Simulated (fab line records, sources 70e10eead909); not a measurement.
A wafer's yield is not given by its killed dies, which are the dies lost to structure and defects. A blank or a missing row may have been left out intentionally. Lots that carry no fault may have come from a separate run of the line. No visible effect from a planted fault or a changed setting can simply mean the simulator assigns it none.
One fault through the eyes of 2 desks || flow nandHarc || only its own numbers are on each desk; what lay behind them is given at the end

## METROLOGY DESK
Means of the sampled wafers that have a number, per lot and without regard to the tool the lot ran on: this is what the gauges read. Marked OUT: a lot whose mean sits more than 4 standard deviations from the usual mean, which makes it out of limits; the brackets give that distance.
Columns: A = thkNm at NHARC_A_BONDPAD_THK_MEAS_30, usual 199.6 nm
{"lot": "L434", "first seen here": "day 22 23:35", "A": 201.0}
{"lot": "L438", "first seen here": "day 24 11:10", "A": 200.3}
{"lot": "L436", "first seen here": "day 24 12:04", "A": 199.7}
{"lot": "L439", "first seen here": "day 24 13:05", "A": 200.1}
{"lot": "L437", "first seen here": "day 24 20:52", "A": 200.2}
{"lot": "L441", "first seen here": "day 25 05:09", "A": 199.0}
{"lot": "L444", "first seen here": "day 26 14:34", "A": 199.0}
{"lot": "L442", "first seen here": "day 26 15:38", "A": 199.2}
{"lot": "L443", "first seen here": "day 26 16:52", "A": 198.9}
{"lot": "L445", "first seen here": "day 28 04:04", "A": 199.2}
{"lot": "L450", "first seen here": "day 29 12:01", "A": 198.9}
{"lot": "L453", "first seen here": "day 30 05:22", "A": 201.1}
{"lot": "L456", "first seen here": "day 31 23:37", "A": 198.5}
This desk's verdict: no lot among the 13 shows anything out of limits.

## TOOL OWNER'S DESK, rieDiel-03
The tool's own readings at NHARC_A_BONDPAD_ETCH_12 (etches the open film in CHF3/O2, target depth 220 nm, time 110 s): means of the sampled wafers that have a number, for each lot that ran on this tool. Marked OUT: a lot whose mean sits more than 4 standard deviations from the usual mean, which makes it out of limits; the brackets give that distance.
Columns: A = drypumpMotorCurrentA at NHARC_A_BONDPAD_ETCH_12, usual 5.7 A; B = oesProductAu at NHARC_A_BONDPAD_ETCH_12, usual 0.946 a.u.; C = rfFwdPowerW at NHARC_A_BONDPAD_ETCH_12, usual 497.3 W; D = rfVppV at NHARC_A_BONDPAD_ETCH_12, usual 370.4 V; E = showerheadPlenumPTorr at NHARC_A_BONDPAD_ETCH_12, usual 2.39 Torr; F = throttleValvePct at NHARC_A_BONDPAD_ETCH_12, usual 20.573 %
{"lot": "L434", "first seen here": "day 23 00:25", "A": 5.8, "B": 0.968, "C": 495.6, "D": 371.3, "E": 2.44, "F": 20.573}
{"lot": "L439", "first seen here": "day 24 14:05", "A": 5.7, "B": 0.921, "C": 498.9, "D": 369.8, "E": 2.36, "F": 20.578}
{"lot": "L437", "first seen here": "day 24 21:43", "A": 5.7, "B": 0.918, "C": 498.1, "D": 369.6, "E": 2.36, "F": 20.572}
{"lot": "L441", "first seen here": "day 25 06:08", "A": 5.4, "B": 0.931, "C": 496.0, "D": 371.0, "E": 2.43, "F": 20.570}
{"lot": "L444", "first seen here": "day 26 15:23", "A": 5.3, "B": 0.923, "C": 497.6, "D": 372.3, "E": 2.44, "F": 20.575}
{"lot": "L442", "first seen here": "day 26 16:37", "A": 5.9, "B": 0.938, "C": 497.3, "D": 370.1, "E": 2.41, "F": 20.576}
{"lot": "L443", "first seen here": "day 26 17:49", "A": 5.6, "B": 0.967, "C": 496.0, "D": 371.1, "E": 2.39, "F": 20.577}
{"lot": "L445", "first seen here": "day 28 05:02", "A": 5.8, "B": 0.980, "C": 497.5, "D": 371.2, "E": 2.43, "F": 20.569}
{"lot": "L450", "first seen here": "day 29 12:59", "A": 5.4, "B": "1.201 (+11) OUT", "C": "695.8 (+99 or more) OUT", "D": 369.4, "E": 2.34, "F": 20.581}
{"lot": "L453", "first seen here": "day 30 06:11", "A": 5.4, "B": "1.149 (+8.5) OUT", "C": "697.9 (+99 or more) OUT", "D": 369.4, "E": 2.34, "F": 20.579}
This desk's verdict: out of limits on L450, L453, starting with L450 at day 29 12:59 (oesProductAu at NHARC_A_BONDPAD_ETCH_12). L434, L439, L437, L441, L444, L442, L443, L445 stayed within limits.

## TAKEN TOGETHER
An alarm could have come from the tool owner's desk at day 29 12:59, on L450, L453.
Metrology desk: nothing out of limits seen.
The metrology desk has L450, L453 on record, within its limits.
Every lot named ran NHARC_A_BONDPAD_ETCH_12 on rieDiel-03.

## WHAT THE SIMULATOR HAD PUT IN
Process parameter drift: rieDiel-03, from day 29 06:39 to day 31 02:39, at NHARC_A_BONDPAD_ETCH_12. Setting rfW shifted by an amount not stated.
Struck lots among those shown: L450, L453.
Each desk's first reading out of limits, in hours after the fault started: the tool owner's desk, 6.
